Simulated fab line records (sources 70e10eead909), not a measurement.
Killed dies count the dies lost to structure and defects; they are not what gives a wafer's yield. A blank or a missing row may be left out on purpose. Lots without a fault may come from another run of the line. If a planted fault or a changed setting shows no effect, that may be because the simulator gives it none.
What tool caused it? / flow nand-harc / 24 lots, 72 wafers sampled, at 6 steps of a route of 1302

== WHAT EACH GAUGE READ, for each wafer ==
NHARC_THIN_TSV_CD_MEAS_12: target cd 1000 nm.
lot=L075; measured=day 24 04:47; on=cd-sem-03; cd-nm (nm)=1000.7 999.5 999.3
lot=L074; measured=day 24 03:27; on=cd-sem-01; cd-nm (nm)=998.4 1000.4 998.6
lot=L076; measured=day 24 12:04; on=cd-sem-03; cd-nm (nm)=1001.3 999.5 996.7
lot=L078; measured=day 24 13:16; on=cd-sem-02; cd-nm (nm)=1002.1 997.4 1000.2
lot=L077; measured=day 25 00:22; on=cd-sem-02; cd-nm (nm)=997.1 1002.0 1001.1
lot=L079; measured=day 26 10:50; on=cd-sem-01; cd-nm (nm)=997.9 999.5 1001.2
lot=L080; measured=day 26 09:32; on=cd-sem-03; cd-nm (nm)=1000.5 997.7 1000.3
lot=L081; measured=day 26 13:57; on=cd-sem-02; cd-nm (nm)=998.1 998.6 1000.4
lot=L082; measured=day 27 21:51; on=cd-sem-03; cd-nm (nm)=998.3 999.7 997.2
lot=L084; measured=day 27 23:03; on=cd-sem-03; cd-nm (nm)=996.8 999.7 995.4
lot=L083; measured=day 28 00:23; on=cd-sem-03; cd-nm (nm)=1002.4 997.7 999.9
lot=L085; measured=day 28 17:38; on=cd-sem-01; cd-nm (nm)=1000.3 997.3 997.5
lot=L086; measured=day 28 18:50; on=cd-sem-02; cd-nm (nm)=1002.8 999.3 1002.7
lot=L087; measured=day 29 05:52; on=cd-sem-01; cd-nm (nm)=998.3 999.2 994.8
lot=L089; measured=day 29 19:49; on=cd-sem-03; cd-nm (nm)=998.9 995.8 994.3
lot=L088; measured=day 29 21:09; on=cd-sem-03; cd-nm (nm)=995.6 1000.3 998.5
lot=L092; measured=day 31 07:29; on=cd-sem-01; cd-nm (nm)=999.5 999.9 1003.3
lot=L090; measured=day 32 07:31; on=cd-sem-01; cd-nm (nm)=997.7 998.1 999.1
lot=L091; measured=day 32 08:47; on=cd-sem-02; cd-nm (nm)=999.5 1000.4 998.5
lot=L095; measured=day 32 10:01; on=cd-sem-01; cd-nm (nm)=1000.3 1002.1 1000.1
lot=L093; measured=day 32 12:19; on=cd-sem-01; cd-nm (nm)=997.8 1000.3 1000.1
lot=L094; measured=day 32 13:29; on=cd-sem-02; cd-nm (nm)=997.1 997.4 999.0
lot=L096; measured=day 33 06:54; on=cd-sem-01; cd-nm (nm)=997.9 999.1 996.6
lot=L097; measured=day 33 20:07; on=cd-sem-02; cd-nm (nm)=996.3 998.6 999.1

== WHICH TOOL RAN EACH LOT (tool, then ch and the chambers of the sampled wafers, then the start) ==
lot=L075; NHARC_A_M0_ANNEAL_30=rtp-anneal-01 ch 0, day 23 05:29; NHARC_A_M0_CMP_23=cmp-04 ch 0,2, day 23 05:52; NHARC_A_M1_PVD_20=pvd-sputter-03, day 23 10:42 or earlier; NHARC_A_M1_DEP_33=pecvd-02 ch 0,2, day 23 10:42; NHARC_A_BONDPAD_STRIP_15=rie-diel-05 ch 0,2,3, day 23 13:08
lot=L074; NHARC_A_M0_ANNEAL_30=rtp-anneal-01 ch 0, day 23 08:29; NHARC_A_M0_CMP_23=cmp-01 ch 1,2, day 23 08:46; NHARC_A_M1_PVD_20=pvd-sputter-02, day 23 13:31 or earlier; NHARC_A_M1_DEP_33=pecvd-02 ch 1,2, day 23 13:31; NHARC_A_BONDPAD_STRIP_15=rie-diel-08 ch 0,1,3, day 23 15:50
lot=L076; NHARC_A_M0_ANNEAL_30=rtp-anneal-01 ch 0, day 23 13:59; NHARC_A_M0_CMP_23=cmp-01 ch 1,2, day 23 14:35; NHARC_A_M1_PVD_20=pvd-sputter-02, day 23 19:23 or earlier; NHARC_A_M1_DEP_33=pecvd-04 ch 0,1,2, day 23 19:23; NHARC_A_BONDPAD_STRIP_15=rie-diel-03 ch 1,2,3, day 23 21:45
lot=L078; NHARC_A_M0_ANNEAL_30=rtp-anneal-01 ch 0, day 23 16:59; NHARC_A_M0_CMP_23=cmp-04 ch 2,3, day 23 17:22; NHARC_A_M1_PVD_20=pvd-sputter-02, day 23 22:10 or earlier; NHARC_A_M1_DEP_33=pecvd-04 ch 0,2, day 23 22:10; NHARC_A_BONDPAD_STRIP_15=rie-diel-03 ch 0,1, day 24 00:28
lot=L077; NHARC_A_M0_ANNEAL_30=rtp-anneal-02 ch 0, day 24 00:41; NHARC_A_M0_CMP_23=cmp-04 ch 0,1,3, day 24 01:02; NHARC_A_M1_PVD_20=pvd-sputter-02, day 24 05:45 or earlier; NHARC_A_M1_DEP_33=pecvd-04 ch 0,1, day 24 05:45; NHARC_A_BONDPAD_STRIP_15=rie-diel-08 ch 0,2, day 24 08:11
lot=L079; NHARC_A_M0_ANNEAL_30=rtp-anneal-02 ch 0, day 25 08:28; NHARC_A_M0_CMP_23=cmp-01 ch 0,1,3, day 25 08:52; NHARC_A_M1_PVD_20=pvd-sputter-02, day 25 13:58 or earlier; NHARC_A_M1_DEP_33=pecvd-03 ch 0,1,2, day 25 13:58; NHARC_A_BONDPAD_STRIP_15=rie-diel-03 ch 1,2,3, day 25 16:34
lot=L080; NHARC_A_M0_ANNEAL_30=rtp-anneal-02 ch 0, day 25 11:51; NHARC_A_M0_CMP_23=cmp-04 ch 2,3, day 25 12:08; NHARC_A_M1_PVD_20=pvd-sputter-02, day 25 17:14 or earlier; NHARC_A_M1_DEP_33=pecvd-04 ch 0,2, day 25 17:14; NHARC_A_BONDPAD_STRIP_15=rie-diel-03 ch 0,1, day 25 19:29
lot=L081; NHARC_A_M0_ANNEAL_30=rtp-anneal-01 ch 0, day 25 15:34; NHARC_A_M0_CMP_23=cmp-01 ch 1,2,3, day 25 15:52; NHARC_A_M1_PVD_20=pvd-sputter-02, day 25 20:39 or earlier; NHARC_A_M1_DEP_33=pecvd-03 ch 0,2, day 25 20:39; NHARC_A_BONDPAD_STRIP_15=rie-diel-08 ch 1,2,3, day 25 23:02
lot=L082; NHARC_A_M0_ANNEAL_30=rtp-anneal-02 ch 0, day 27 00:20; NHARC_A_M0_CMP_23=cmp-01 ch 0,1,2, day 27 00:41; NHARC_A_M1_PVD_20=pvd-sputter-01, day 27 05:30 or earlier; NHARC_A_M1_DEP_33=pecvd-03 ch 1,2, day 27 05:30; NHARC_A_BONDPAD_STRIP_15=rie-diel-08 ch 0,1,3, day 27 07:51
lot=L084; NHARC_A_M0_ANNEAL_30=rtp-anneal-01 ch 0, day 27 00:56; NHARC_A_M0_CMP_23=cmp-03 ch 0,1, day 27 01:17; NHARC_A_M1_PVD_20=pvd-sputter-03, day 27 06:04 or earlier; NHARC_A_M1_DEP_33=pecvd-04 ch 1,2, day 27 06:04; NHARC_A_BONDPAD_STRIP_15=rie-diel-08 ch 0,2, day 27 08:26
lot=L083; NHARC_A_M0_ANNEAL_30=rtp-anneal-02 ch 0, day 27 02:13; NHARC_A_M0_CMP_23=cmp-01 ch 0,2,3, day 27 02:32; NHARC_A_M1_PVD_20=pvd-sputter-02, day 27 07:17 or earlier; NHARC_A_M1_DEP_33=pecvd-03 ch 0,1,2, day 27 07:17; NHARC_A_BONDPAD_STRIP_15=rie-diel-03 ch 0,1,3, day 27 09:40
lot=L085; NHARC_A_M0_ANNEAL_30=rtp-anneal-01 ch 0, day 27 18:40; NHARC_A_M0_CMP_23=cmp-04 ch 0,3, day 27 18:58; NHARC_A_M1_PVD_20=pvd-sputter-01, day 27 23:47 or earlier; NHARC_A_M1_DEP_33=pecvd-04 ch 0,1, day 27 23:47; NHARC_A_BONDPAD_STRIP_15=rie-diel-08 ch 0,2,3, day 28 02:14
lot=L086; NHARC_A_M0_ANNEAL_30=rtp-anneal-02 ch 0, day 27 20:19; NHARC_A_M0_CMP_23=cmp-01 ch 0,1,2, day 27 20:40; NHARC_A_M1_PVD_20=pvd-sputter-01, day 28 01:25 or earlier; NHARC_A_M1_DEP_33=pecvd-04 ch 0,1, day 28 01:25; NHARC_A_BONDPAD_STRIP_15=rie-diel-08 ch 0,2,3, day 28 03:50
lot=L087; NHARC_A_M0_ANNEAL_30=rtp-anneal-01 ch 0, day 28 08:11; NHARC_A_M0_CMP_23=cmp-01 ch 0,2,3, day 28 08:32; NHARC_A_M1_PVD_20=pvd-sputter-03, day 28 13:22 or earlier; NHARC_A_M1_DEP_33=pecvd-02 ch 1,2, day 28 13:22; NHARC_A_BONDPAD_STRIP_15=rie-diel-03 ch 0,1,3, day 28 15:38
lot=L089; NHARC_A_M0_ANNEAL_30=rtp-anneal-02 ch 0, day 28 20:38; NHARC_A_M0_CMP_23=cmp-04 ch 1,2, day 28 20:57; NHARC_A_M1_PVD_20=pvd-sputter-03, day 29 01:49 or earlier; NHARC_A_M1_DEP_33=pecvd-02 ch 0,1, day 29 01:49; NHARC_A_BONDPAD_STRIP_15=rie-diel-03 ch 0,1,3, day 29 04:19
lot=L088; NHARC_A_M0_ANNEAL_30=rtp-anneal-02 ch 0, day 29 01:16; NHARC_A_M0_CMP_23=cmp-03 ch 0,2, day 29 01:35; NHARC_A_M1_PVD_20=pvd-sputter-03, day 29 06:12 or earlier; NHARC_A_M1_DEP_33=pecvd-04 ch 0,2, day 29 06:12; NHARC_A_BONDPAD_STRIP_15=rie-diel-08 ch 2,3, day 29 08:35
lot=L092; NHARC_A_M0_ANNEAL_30=rtp-anneal-01 ch 0, day 30 08:45; NHARC_A_M0_CMP_23=cmp-04 ch 1,2,3, day 30 09:07; NHARC_A_M1_PVD_20=pvd-sputter-02, day 30 13:44 or earlier; NHARC_A_M1_DEP_33=pecvd-03 ch 0,2, day 30 13:44; NHARC_A_BONDPAD_STRIP_15=rie-diel-08 ch 0,1,2, day 30 15:59
lot=L090; NHARC_A_M0_ANNEAL_30=rtp-anneal-01 ch 0, day 30 12:46; NHARC_A_M0_CMP_23=cmp-03 ch 2,3, day 30 13:05; NHARC_A_M1_PVD_20=pvd-sputter-01, day 30 17:55 or earlier; NHARC_A_M1_DEP_33=pecvd-04 ch 0,1,2, day 30 17:55; NHARC_A_BONDPAD_STRIP_15=rie-diel-08 ch 0,3, day 30 20:16
lot=L091; NHARC_A_M0_ANNEAL_30=rtp-anneal-02 ch 0, day 30 17:17; NHARC_A_M0_CMP_23=cmp-01 ch 0,2,3, day 30 17:35; NHARC_A_M1_PVD_20=pvd-sputter-03, day 30 22:25 or earlier; NHARC_A_M1_DEP_33=pecvd-04 ch 0,1, day 30 22:25; NHARC_A_BONDPAD_STRIP_15=rie-diel-03 ch 0,1,3, day 31 00:52
lot=L095; NHARC_A_M0_ANNEAL_30=rtp-anneal-02 ch 0, day 31 02:06; NHARC_A_M0_CMP_23=cmp-03 ch 0,1, day 31 02:25; NHARC_A_M1_PVD_20=pvd-sputter-03, day 31 07:35 or earlier; NHARC_A_M1_DEP_33=pecvd-04 ch 0,1,2, day 31 07:35; NHARC_A_BONDPAD_STRIP_15=rie-diel-05 ch 1,2,3, day 31 09:52
lot=L093; NHARC_A_M0_ANNEAL_30=rtp-anneal-02 ch 0, day 31 08:02; NHARC_A_M0_CMP_23=cmp-03 ch 0,2, day 31 08:23; NHARC_A_M1_PVD_20=pvd-sputter-02, day 31 13:32 or earlier; NHARC_A_M1_DEP_33=pecvd-04 ch 0,2, day 31 13:32; NHARC_A_BONDPAD_STRIP_15=rie-diel-08 ch 1,2, day 31 15:55
lot=L094; NHARC_A_M0_ANNEAL_30=rtp-anneal-02 ch 0, day 31 08:44; NHARC_A_M0_CMP_23=cmp-04 ch 1,2, day 31 09:07; NHARC_A_M1_PVD_20=pvd-sputter-02, day 31 14:20 or earlier; NHARC_A_M1_DEP_33=pecvd-04 ch 0,2, day 31 14:20; NHARC_A_BONDPAD_STRIP_15=rie-diel-03 ch 1,2,3, day 31 16:39
lot=L096; NHARC_A_M0_ANNEAL_30=rtp-anneal-01 ch 0, day 32 04:16; NHARC_A_M0_CMP_23=cmp-01 ch 0,2,3, day 32 08:31; NHARC_A_M1_PVD_20=pvd-sputter-02, day 32 14:10 or earlier; NHARC_A_M1_DEP_33=pecvd-02 ch 1,2, day 32 14:10; NHARC_A_BONDPAD_STRIP_15=rie-diel-08 ch 0,1,2, day 32 16:34
lot=L097; NHARC_A_M0_ANNEAL_30=rtp-anneal-02 ch 0, day 32 22:33; NHARC_A_M0_CMP_23=cmp-01 ch 1,2,3, day 32 22:58; NHARC_A_M1_PVD_20=pvd-sputter-02, day 33 03:32 or earlier; NHARC_A_M1_DEP_33=pecvd-03 ch 0,1,2, day 33 03:32; NHARC_A_BONDPAD_STRIP_15=rie-diel-08 ch 0,1,2, day 33 05:58
- NHARC_A_M0_ANNEAL_30: time 90 s.
- NHARC_A_M0_CMP_23: polishes, t overpolish 20 s, target thk 113.75 nm.
- NHARC_A_M1_PVD_20: deposits TaN, target thk 5 nm, time 8.06 s.
- NHARC_A_M1_DEP_33: deposits SiCN, target thk 30 nm.
- NHARC_A_BONDPAD_STRIP_15: strips in O2.

== AS READ BY THE TOOLS THEMSELVES (means over the sampled wafers that have a number; for cases with no such wafer, the mark the record gives instead) ==
NHARC_A_M0_ANNEAL_30.
lot=L075 tool=rtp-anneal-01 anneal-temp-c-max=226.5 wafer_temp_C_max=225.76
lot=L074 tool=rtp-anneal-01 anneal-temp-c-max=226.0 wafer_temp_C_max=226.06
lot=L076 tool=rtp-anneal-01 anneal-temp-c-max=226.2 wafer_temp_C_max=226.17
lot=L078 tool=rtp-anneal-01 anneal-temp-c-max=226.1 wafer_temp_C_max=226.08
lot=L077 tool=rtp-anneal-02 anneal-temp-c-max=225.9 wafer_temp_C_max=225.98
lot=L079 tool=rtp-anneal-02 anneal-temp-c-max=226.2 wafer_temp_C_max=225.98
lot=L080 tool=rtp-anneal-02 anneal-temp-c-max=226.0 wafer_temp_C_max=225.88
lot=L081 tool=rtp-anneal-01 anneal-temp-c-max=226.3 wafer_temp_C_max=225.84
lot=L082 tool=rtp-anneal-02 anneal-temp-c-max=226.0 wafer_temp_C_max=225.92
lot=L084 tool=rtp-anneal-01 anneal-temp-c-max=226.3 wafer_temp_C_max=226.39
lot=L083 tool=rtp-anneal-02 anneal-temp-c-max=225.7 wafer_temp_C_max=226.01
lot=L085 tool=rtp-anneal-01 anneal-temp-c-max=226.4 wafer_temp_C_max=225.96
lot=L086 tool=rtp-anneal-02 anneal-temp-c-max=226.0 wafer_temp_C_max=226.08
lot=L087 tool=rtp-anneal-01 anneal-temp-c-max=226.4 wafer_temp_C_max=225.95
lot=L089 tool=rtp-anneal-02 anneal-temp-c-max=225.7 wafer_temp_C_max=225.92
lot=L088 tool=rtp-anneal-02 anneal-temp-c-max=225.9 wafer_temp_C_max=225.97
lot=L092 tool=rtp-anneal-01 anneal-temp-c-max=226.2 wafer_temp_C_max=225.91
lot=L090 tool=rtp-anneal-01 anneal-temp-c-max=226.3 wafer_temp_C_max=226.23
lot=L091 tool=rtp-anneal-02 anneal-temp-c-max=226.1 wafer_temp_C_max=226.07
lot=L095 tool=rtp-anneal-02 anneal-temp-c-max=225.9 wafer_temp_C_max=225.95
lot=L093 tool=rtp-anneal-02 anneal-temp-c-max=225.7 wafer_temp_C_max=225.74
lot=L094 tool=rtp-anneal-02 anneal-temp-c-max=225.6 wafer_temp_C_max=226.14
lot=L096 tool=rtp-anneal-01 anneal-temp-c-max=226.3 wafer_temp_C_max=226.05
lot=L097 tool=rtp-anneal-02 anneal-temp-c-max=225.6 wafer_temp_C_max=225.99

NHARC_A_M0_CMP_23.
lot=L075; tool=cmp-04; motor-current-A (A)=13.1; slurry-filter-dp-kPa (kPa)=13.53; time-to-endpoint-s (s)=27.9
lot=L074; tool=cmp-01; motor-current-A (A)=11.3; slurry-filter-dp-kPa (kPa)=13.36; time-to-endpoint-s (s)=26.7
lot=L076; tool=cmp-01; motor-current-A (A)=11.4; slurry-filter-dp-kPa (kPa)=13.47; time-to-endpoint-s (s)=27.9
lot=L078; tool=cmp-04; motor-current-A (A)=11.0; slurry-filter-dp-kPa (kPa)=13.59; time-to-endpoint-s (s)=26.7
lot=L077; tool=cmp-04; motor-current-A (A)=11.7; slurry-filter-dp-kPa (kPa)=13.55; time-to-endpoint-s (s)=28.0
lot=L079; tool=cmp-01; motor-current-A (A)=13.7; slurry-filter-dp-kPa (kPa)=13.57; time-to-endpoint-s (s)=29.5
lot=L080; tool=cmp-04; motor-current-A (A)=10.9; slurry-filter-dp-kPa (kPa)=13.44; time-to-endpoint-s (s)=28.6
lot=L081; tool=cmp-01; motor-current-A (A)=12.5; slurry-filter-dp-kPa (kPa)=13.51; time-to-endpoint-s (s)=29.6
lot=L082; tool=cmp-01; motor-current-A (A)=12.4; slurry-filter-dp-kPa (kPa)=13.64; time-to-endpoint-s (s)=28.1
lot=L084; tool=cmp-03; motor-current-A (A)=10.7; slurry-filter-dp-kPa (kPa)=13.36; time-to-endpoint-s (s)=27.8
lot=L083; tool=cmp-01; motor-current-A (A)=12.7; slurry-filter-dp-kPa (kPa)=13.40; time-to-endpoint-s (s)=29.3
lot=L085; tool=cmp-04; motor-current-A (A)=12.6; slurry-filter-dp-kPa (kPa)=13.61; time-to-endpoint-s (s)=27.0
lot=L086; tool=cmp-01; motor-current-A (A)=12.6; slurry-filter-dp-kPa (kPa)=13.46; time-to-endpoint-s (s)=32.4
lot=L087; tool=cmp-01; motor-current-A (A)=12.9; slurry-filter-dp-kPa (kPa)=13.55; time-to-endpoint-s (s)=31.0
lot=L089; tool=cmp-04; motor-current-A (A)=12.2; slurry-filter-dp-kPa (kPa)=13.53; time-to-endpoint-s (s)=24.6
lot=L088; tool=cmp-03; motor-current-A (A)=10.9; slurry-filter-dp-kPa (kPa)=13.35; time-to-endpoint-s (s)=25.7
lot=L092; tool=cmp-04; motor-current-A (A)=11.5; slurry-filter-dp-kPa (kPa)=13.48; time-to-endpoint-s (s)=28.2
lot=L090; tool=cmp-03; motor-current-A (A)=11.0; slurry-filter-dp-kPa (kPa)=13.48; time-to-endpoint-s (s)=29.5
lot=L091; tool=cmp-01; motor-current-A (A)=12.9; slurry-filter-dp-kPa (kPa)=13.64; time-to-endpoint-s (s)=28.2
lot=L095; tool=cmp-03; motor-current-A (A)=10.8; slurry-filter-dp-kPa (kPa)=13.44; time-to-endpoint-s (s)=28.8
lot=L093; tool=cmp-03; motor-current-A (A)=11.0; slurry-filter-dp-kPa (kPa)=13.69; time-to-endpoint-s (s)=30.2
lot=L094; tool=cmp-04; motor-current-A (A)=12.0; slurry-filter-dp-kPa (kPa)=13.47; time-to-endpoint-s (s)=23.7
lot=L096; tool=cmp-01; motor-current-A (A)=12.5; slurry-filter-dp-kPa (kPa)=13.50; time-to-endpoint-s (s)=26.0
lot=L097; tool=cmp-01; motor-current-A (A)=12.9; slurry-filter-dp-kPa (kPa)=13.46; time-to-endpoint-s (s)=25.4

NHARC_A_M1_PVD_20.
lot=L075; tool=pvd-sputter-03; throttle-valve-pct (%)=29.8
lot=L074; tool=pvd-sputter-02; throttle-valve-pct (%)=29.4
lot=L076; tool=pvd-sputter-02; throttle-valve-pct (%)=29.7
lot=L078; tool=pvd-sputter-02; throttle-valve-pct (%)=29.4
lot=L077; tool=pvd-sputter-02; throttle-valve-pct (%)=29.2
lot=L079; tool=pvd-sputter-02; throttle-valve-pct (%)=29.5
lot=L080; tool=pvd-sputter-02; throttle-valve-pct (%)=29.6
lot=L081; tool=pvd-sputter-02; throttle-valve-pct (%)=29.0
lot=L082; tool=pvd-sputter-01; throttle-valve-pct (%)=30.5
lot=L084; tool=pvd-sputter-03; throttle-valve-pct (%)=30.3
lot=L083; tool=pvd-sputter-02; throttle-valve-pct (%)=28.9
lot=L085; tool=pvd-sputter-01; throttle-valve-pct (%)=30.5
lot=L086; tool=pvd-sputter-01; throttle-valve-pct (%)=30.5
lot=L087; tool=pvd-sputter-03; throttle-valve-pct (%)=30.2
lot=L089; tool=pvd-sputter-03; throttle-valve-pct (%)=30.1
lot=L088; tool=pvd-sputter-03; throttle-valve-pct (%)=30.8
lot=L092; tool=pvd-sputter-02; throttle-valve-pct (%)=29.3
lot=L090; tool=pvd-sputter-01; throttle-valve-pct (%)=30.4
lot=L091; tool=pvd-sputter-03; throttle-valve-pct (%)=30.8
lot=L095; tool=pvd-sputter-03; throttle-valve-pct (%)=31.0
lot=L093; tool=pvd-sputter-02; throttle-valve-pct (%)=28.7
lot=L094; tool=pvd-sputter-02; throttle-valve-pct (%)=29.1
lot=L096; tool=pvd-sputter-02; throttle-valve-pct (%)=29.5
lot=L097; tool=pvd-sputter-02; throttle-valve-pct (%)=28.9

NHARC_A_M1_DEP_33.
lot=L075; tool=pecvd-02; heater-power-w (W)=675
lot=L074; tool=pecvd-02; heater-power-w (W)=701
lot=L076; tool=pecvd-04; heater-power-w (W)=626
lot=L078; tool=pecvd-04; heater-power-w (W)=623
lot=L077; tool=pecvd-04; heater-power-w (W)=679
lot=L079; tool=pecvd-03; heater-power-w (W)=522
lot=L080; tool=pecvd-04; heater-power-w (W)=670
lot=L081; tool=pecvd-03; heater-power-w (W)=488
lot=L082; tool=pecvd-03; heater-power-w (W)=561
lot=L084; tool=pecvd-04; heater-power-w (W)=659
lot=L083; tool=pecvd-03; heater-power-w (W)=537
lot=L085; tool=pecvd-04; heater-power-w (W)=703
lot=L086; tool=pecvd-04; heater-power-w (W)=677
lot=L087; tool=pecvd-02; heater-power-w (W)=714
lot=L089; tool=pecvd-02; heater-power-w (W)=614
lot=L088; tool=pecvd-04; heater-power-w (W)=694
lot=L092; tool=pecvd-03; heater-power-w (W)=443
lot=L090; tool=pecvd-04; heater-power-w (W)=667
lot=L091; tool=pecvd-04; heater-power-w (W)=640
lot=L095; tool=pecvd-04; heater-power-w (W)=642
lot=L093; tool=pecvd-04; heater-power-w (W)=594
lot=L094; tool=pecvd-04; heater-power-w (W)=631
lot=L096; tool=pecvd-02; heater-power-w (W)=748
lot=L097; tool=pecvd-03; heater-power-w (W)=525

NHARC_A_BONDPAD_STRIP_15.
lot=L075; tool=rie-diel-05; drypump-motor-current-A (A)=5.8; oes-product-au (a.u.)=1.000; rf-vpp-V (V)=57.6; showerhead-plenum-p-Torr (Torr)=3.55; throttle-valve-pct (%)=17.040
lot=L074; tool=rie-diel-08; drypump-motor-current-A (A)=6.2; oes-product-au (a.u.)=1.005; rf-vpp-V (V)=57.2; showerhead-plenum-p-Torr (Torr)=3.47; throttle-valve-pct (%)=17.039
lot=L076; tool=rie-diel-03; drypump-motor-current-A (A)=5.4; oes-product-au (a.u.)=1.001; rf-vpp-V (V)=58.2; showerhead-plenum-p-Torr (Torr)=3.53; throttle-valve-pct (%)=17.032
lot=L078; tool=rie-diel-03; drypump-motor-current-A (A)=5.6; oes-product-au (a.u.)=0.989; rf-vpp-V (V)=57.7; showerhead-plenum-p-Torr (Torr)=3.55; throttle-valve-pct (%)=17.029
lot=L077; tool=rie-diel-08; drypump-motor-current-A (A)=5.6; oes-product-au (a.u.)=1.010; rf-vpp-V (V)=57.4; showerhead-plenum-p-Torr (Torr)=3.46; throttle-valve-pct (%)=17.035
lot=L079; tool=rie-diel-03; drypump-motor-current-A (A)=5.4; oes-product-au (a.u.)=0.998; rf-vpp-V (V)=58.2; showerhead-plenum-p-Torr (Torr)=3.53; throttle-valve-pct (%)=17.026
lot=L080; tool=rie-diel-03; drypump-motor-current-A (A)=5.6; oes-product-au (a.u.)=0.993; rf-vpp-V (V)=57.8; showerhead-plenum-p-Torr (Torr)=3.54; throttle-valve-pct (%)=17.040
lot=L081; tool=rie-diel-08; drypump-motor-current-A (A)=5.8; oes-product-au (a.u.)=1.003; rf-vpp-V (V)=57.8; showerhead-plenum-p-Torr (Torr)=3.59; throttle-valve-pct (%)=17.040
lot=L082; tool=rie-diel-08; drypump-motor-current-A (A)=6.2; oes-product-au (a.u.)=1.000; rf-vpp-V (V)=56.9; showerhead-plenum-p-Torr (Torr)=3.47; throttle-valve-pct (%)=17.029
lot=L084; tool=rie-diel-08; drypump-motor-current-A (A)=5.6; oes-product-au (a.u.)=1.010; rf-vpp-V (V)=57.7; showerhead-plenum-p-Torr (Torr)=3.46; throttle-valve-pct (%)=17.043
lot=L083; tool=rie-diel-03; drypump-motor-current-A (A)=5.6; oes-product-au (a.u.)=0.992; rf-vpp-V (V)=57.5; showerhead-plenum-p-Torr (Torr)=3.52; throttle-valve-pct (%)=17.037
lot=L085; tool=rie-diel-08; drypump-motor-current-A (A)=5.8; oes-product-au (a.u.)=1.001; rf-vpp-V (V)=57.6; showerhead-plenum-p-Torr (Torr)=3.49; throttle-valve-pct (%)=17.047
lot=L086; tool=rie-diel-08; drypump-motor-current-A (A)=5.8; oes-product-au (a.u.)=1.000; rf-vpp-V (V)=57.7; showerhead-plenum-p-Torr (Torr)=3.49; throttle-valve-pct (%)=17.037
lot=L087; tool=rie-diel-03; drypump-motor-current-A (A)=5.6; oes-product-au (a.u.)=1.001; rf-vpp-V (V)=58.3; showerhead-plenum-p-Torr (Torr)=3.70; throttle-valve-pct (%)=17.038
lot=L089; tool=rie-diel-03; drypump-motor-current-A (A)=5.6; oes-product-au (a.u.)=0.999; rf-vpp-V (V)=58.3; showerhead-plenum-p-Torr (Torr)=3.69; throttle-valve-pct (%)=17.037
lot=L088; tool=rie-diel-08; drypump-motor-current-A (A)=5.3; oes-product-au (a.u.)=0.993; rf-vpp-V (V)=58.5; showerhead-plenum-p-Torr (Torr)=3.62; throttle-valve-pct (%)=17.038
lot=L092; tool=rie-diel-08; drypump-motor-current-A (A)=5.6; oes-product-au (a.u.)=0.997; rf-vpp-V (V)=57.4; showerhead-plenum-p-Torr (Torr)=3.56; throttle-valve-pct (%)=17.035
lot=L090; tool=rie-diel-08; drypump-motor-current-A (A)=6.3; oes-product-au (a.u.)=1.011; rf-vpp-V (V)=57.2; showerhead-plenum-p-Torr (Torr)=3.37; throttle-valve-pct (%)=17.036
lot=L091; tool=rie-diel-03; drypump-motor-current-A (A)=5.6; oes-product-au (a.u.)=0.995; rf-vpp-V (V)=57.6; showerhead-plenum-p-Torr (Torr)=3.69; throttle-valve-pct (%)=17.029
lot=L095; tool=rie-diel-05; drypump-motor-current-A (A)=5.7; oes-product-au (a.u.)=1.003; rf-vpp-V (V)=57.9; showerhead-plenum-p-Torr (Torr)=3.56; throttle-valve-pct (%)=17.034
lot=L093; tool=rie-diel-08; drypump-motor-current-A (A)=5.1; oes-product-au (a.u.)=1.007; rf-vpp-V (V)=58.6; showerhead-plenum-p-Torr (Torr)=3.68; throttle-valve-pct (%)=17.026
lot=L094; tool=rie-diel-03; drypump-motor-current-A (A)=5.4; oes-product-au (a.u.)=0.996; rf-vpp-V (V)=58.1; showerhead-plenum-p-Torr (Torr)=3.70; throttle-valve-pct (%)=17.041
lot=L096; tool=rie-diel-08; drypump-motor-current-A (A)=5.6; oes-product-au (a.u.)=1.003; rf-vpp-V (V)=57.9; showerhead-plenum-p-Torr (Torr)=3.56; throttle-valve-pct (%)=17.030
lot=L097; tool=rie-diel-08; drypump-motor-current-A (A)=5.6; oes-product-au (a.u.)=1.009; rf-vpp-V (V)=58.6; showerhead-plenum-p-Torr (Torr)=3.56; throttle-valve-pct (%)=17.033

== THE ANSWER, worked out from the rows above alone ==
Rule: what is usual is taken from the lots themselves. Put in order of their means at a reading, lots are off if they are a third of the lots or fewer, leave a main group of 4 or more, and stand apart from it by a gap of 3 or more times the standard deviation of the main group's means; of several such gaps the widest counts. A main group is skipped when, at the precision printed for the reading in the tables above, its means are all equal. A lot without any number at a reading at which 4 lots or more have one is off too. The other lots that the step has rows for count as sound. Order of review: gauges by route order, followed by the tools' own readings, for which a lot's mean as printed above is used. At the first step where some lot is off, the reading lying furthest off is the one used; lots without a number count as furthest.
None of the lots is off at any reading shown; this tells nothing.

== WHAT THE SIMULATOR PUT IN ==
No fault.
